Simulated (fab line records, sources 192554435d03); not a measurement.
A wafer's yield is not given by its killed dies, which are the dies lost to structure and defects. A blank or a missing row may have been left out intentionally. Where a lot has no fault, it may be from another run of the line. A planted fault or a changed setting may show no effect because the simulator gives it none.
Matching of chambers || flow n5 finfet || N5_BEOL_M9_PECVD_70 on pecvd-04 has 3 sister chambers
The step deposits SiO2 from TEOS/O2, target thk 20 nm, time 22.7 s. 3 wafers are shown with their chamber, then 9 later ones without.

WAFERS WITH THEIR CHAMBER
{"wafer": "L080.3", "chamber": 2, "throttle valve pct (%)": 21.2}
{"wafer": "L081.5", "chamber": 0, "throttle valve pct (%)": 23.3}
{"wafer": "L081.6", "chamber": 1, "throttle valve pct (%)": 25.3}

WAFERS WITHOUT THEIR CHAMBER
{"wafer": "L086.1", "throttle valve pct (%)": 23.3}
{"wafer": "L086.3", "throttle valve pct (%)": 21.3}
{"wafer": "L086.5", "throttle valve pct (%)": 21.3}
{"wafer": "L089.4", "throttle valve pct (%)": 23.6}
{"wafer": "L089.5", "throttle valve pct (%)": 21.3}
{"wafer": "L089.6", "throttle valve pct (%)": 24.8}
{"wafer": "L092.2", "throttle valve pct (%)": 21.4}
{"wafer": "L092.3", "throttle valve pct (%)": 24.9}
{"wafer": "L092.6", "throttle valve pct (%)": 21.5}

WHICH CHAMBER EACH WENT THROUGH
{"wafer": "L086.1", "from the rows above": 0, "in truth": 0}
{"wafer": "L086.3", "from the rows above": 2, "in truth": 2}
{"wafer": "L086.5", "from the rows above": 2, "in truth": 2}
{"wafer": "L089.4", "from the rows above": 0, "in truth": 0}
{"wafer": "L089.5", "from the rows above": 2, "in truth": 2}
{"wafer": "L089.6", "from the rows above": 1, "in truth": 1}
{"wafer": "L092.2", "from the rows above": 2, "in truth": 2}
{"wafer": "L092.3", "from the rows above": 1, "in truth": 1}
{"wafer": "L092.6", "from the rows above": 2, "in truth": 2}
Placed correctly: 9 of 9. Not placeable from these rows: 0. Number placed wrongly: 0.
How it was worked out, from the rows above alone: a wafer's distance from a chamber is the root of the sum, over the readings, of the square of ((its reading less the chamber's mean) divided by the reading's scatter). The wafer belongs to the nearest chamber; if the next one is less than 2 further off, it can't be placed. The mean given for a chamber averages the wafers shown for that chamber. The scatter: with one shown wafer a chamber, the root of the mean of the squares of how far each hidden wafer lies from its nearest shown one.
